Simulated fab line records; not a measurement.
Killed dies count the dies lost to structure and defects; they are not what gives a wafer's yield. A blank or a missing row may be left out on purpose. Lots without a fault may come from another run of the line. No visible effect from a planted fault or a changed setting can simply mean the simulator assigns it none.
Lot-split experiment + flow n5 finfet + 7 lots, 21 wafers read, on a route of 1938 steps

## SPLIT DETAILS
At N5_BEOL_M14_TRENCH_ETCH_34 (etches SiO2 in C4F8/O2/Ar, target depth 556.65 nm, time 126.9 s), the setting time s was moved away from the recipe's 126.9 s on 9 of the 21 wafers read, by -18.1% to +15.9%. This setting was run at the recipe's value on the other wafers.

## FROM THE SPLIT TO THE READING: what the file shows between them, 11 steps
- N5_BEOL_M14_STRIP_70: strips in C4F8/O2/Ar
- N5_BEOL_M14_OCD_MEAS_35
- N5_BEOL_M14_SPUTTER_43: material TaN, target thk 15 nm, time 24.19 s (also split here: power w)
- N5_BEOL_M14_SPUTTER_44: material Ta, target thk 15 nm, time 24.19 s
- N5_BEOL_M14_SPUTTER_45: material Cu, target thk 100 nm, time 16.67 s
- N5_BEOL_M14_ECD_47: material Cu, target thk 1248 nm
- N5_BEOL_M14_ANNEAL_48: time 90 s
- N5_BEOL_M14_CMP_49: polishes, stops on SiO2, t overpolish 5.2 s, target thk 560 nm
- N5_BEOL_M14_THK_MEAS_50: measures by xrf
- N5_BEOL_M14_PRE_CLEAN_52: time 15 s
- N5_BEOL_M14_DEP_53: deposits SiCN from 3MS/NH3, target thk 50 nm, time 17.8 s

## THE READING
At N5_BEOL_M14_RS_MEAS_54, a four-point-probe measurement gives M14_RS in ohm/sq. Fault-free wafers of this fab line usually give 0.0330 ohm/sq, standard deviation 0.00062 ohm/sq.

| wafer  | tool, chamber at the split | time s as run, s | against the recipe | M14_RS, ohm/sq | against lot-mates on the recipe |
|--------|----------------------------|------------------|--------------------|----------------|---------------------------------|
| L080.1 | rie diel-05, 3             | 111              | -12.5%             | 0.0372         | +0.0032                         |
| L080.4 | rie diel-05, 2             | 111              | -12.5%             | 0.0382         | +0.0042                         |
| L080.6 | rie diel-05, 1             | 126.9            | recipe             | 0.0340         | -                               |
| L081.3 | rie diel-05, 3             | 126.9            | recipe             | 0.0319         | -                               |
| L081.4 | rie diel-05, 2             | 126.9            | recipe             | 0.0326         | -                               |
| L081.5 | rie diel-05, 1             | 126.9            | recipe             | 0.0336         | -                               |
| L085.3 | rie diel-05, 0             | 126.9            | recipe             | 0.0325         | -                               |
| L085.4 | rie diel-05, 1             | 135.7            | +6.9%              | 0.0317         | -0.0008                         |
| L085.5 | rie diel-05, 0             | 135.7            | +6.9%              | 0.0302         | -0.0023                         |
| L089.2 | rie diel-05, 3             | 138.6            | +9.2%              | 0.0297         | -0.0037                         |
| L089.4 | rie diel-05, 2             | 126.9            | recipe             | 0.0335         | -                               |
| L089.5 | rie diel-05, 2             | 126.9            | recipe             | 0.0333         | -                               |
| L092.1 | rie diel-03, 1             | 103.9            | -18.1%             | 0.0406         | +0.0078                         |
| L092.4 | rie diel-03, 0             | 126.9            | recipe             | 0.0328         | -                               |
| L092.6 | rie diel-03, 2             | 103.9            | -18.1%             | 0.0406         | +0.0078                         |
| L095.3 | rie diel-03, 1             | 147.1            | +15.9%             | 0.0285         | -0.0045                         |
| L095.4 | rie diel-03, 0             | 147.1            | +15.9%             | 0.0282         | -0.0048                         |
| L095.5 | rie diel-03, 2             | 126.9            | recipe             | 0.0330         | -                               |
| L094.3 | rie diel-03, 3             | 126.9            | recipe             | 0.0342         | -                               |
| L094.4 | rie diel-03, 0             | 126.9            | recipe             | 0.0329         | -                               |
| L094.5 | rie diel-03, 0             | 126.9            | recipe             | 0.0330         | -                               |

THE FIT
A straight line over all 21 wafers: M14_RS changes by -0.000361 ohm/sq for each +1% of time s; r = -0.98; the points scatter about the line by 0.0007 ohm/sq.
The same after taking each lot's own level away (the mean of its wafers on the recipe; 21 wafers): -0.000348 ohm/sq for each +1%; r = -0.97; scatter 0.00079 ohm/sq.
On that fit, the largest move of time s shifts the reading by 0.0063 ohm/sq.
Across the lots, their own levels run from 0.03250 to 0.03400 ohm/sq, a range of 2.4 times the standard deviation given above.
Consequently the slope shifts little with the lot-to-lot level, the two slopes agreeing.
Check: with one of the wafers moved furthest among these (-18.1%) left out of the fit, the line predicts +0.00614 ohm/sq for it against its lot-mates. Against them it came out at +0.0078 ohm/sq.

## OTHER SPLITS APPLIED TO THESE WAFERS
These wafers also went through other splits before the reading. Each is held against what the fit with the lots' levels taken away leaves over:
| other split on the same wafers | wafers away from the commonest value | r with M14_RS (lot level and that fit taken away) |
|--------------------------------|--------------------------------------|---------------------------------------------------|
| N5_BEOL_M11_PECVD_70 time s    | 6                                    | -0.18                                             |
| N5_BEOL_M12_ETCH_59 bias w     | 4                                    | +0.04                                             |
| N5_BEOL_M12_COAT_66 spin rpm   | 5                                    | +0.03                                             |
| N5_BEOL_M13_COAT_65 spin rpm   | 10                                   | -0.15                                             |
| N5_BEOL_M13_COAT_22 spin rpm   | 7                                    | +0.07                                             |
| N5_BEOL_M14_SPUTTER_43 power w | 7                                    | +0.11                                             |

## THE WHOLE CHAIN: every reading that the file lists as answering this split, in the file's order
| step                       | what it does                                                    | reading                                                                       | change (the file's fit)               | r (the file's) |
|----------------------------|-----------------------------------------------------------------|-------------------------------------------------------------------------------|---------------------------------------|----------------|
| N5_BEOL_M14_TRENCH_ETCH_34 | etches SiO2 in C4F8/O2/Ar, target depth 556.65 nm, time 126.9 s | etch.depth nm (the simulator's own value, which no gauge read)                | +5.53 nm for each +1% of the setting  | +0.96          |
| N5_BEOL_M14_OCD_MEAS_35    |                                                                 | trench depth nm                                                               | +5.52 nm for each +1% of the setting  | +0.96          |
| N5_BEOL_M14_CMP_49         | polishes, stops on SiO2, t overpolish 5.2 s, target thk 560 nm  | Cu_of_BEOL_M14_ECD_47.thk nm (the simulator's own value, which no gauge read) | +5.56 nm for each +1% of the setting  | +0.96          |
| N5_BEOL_M14_THK_MEAS_50    | measures by xrf                                                 | M14_THK                                                                       | +5.55 for each +1% of the setting     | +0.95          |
| N5_BEOL_M14_RS_MEAS_54     | measures by four-point-probe                                    | M14_RS                                                                        | -0.000353 for each +1% of the setting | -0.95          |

## FILE'S OWN FIT
M14_RS changes by -0.000353 ohm/sq for each +1% of time s, r = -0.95.
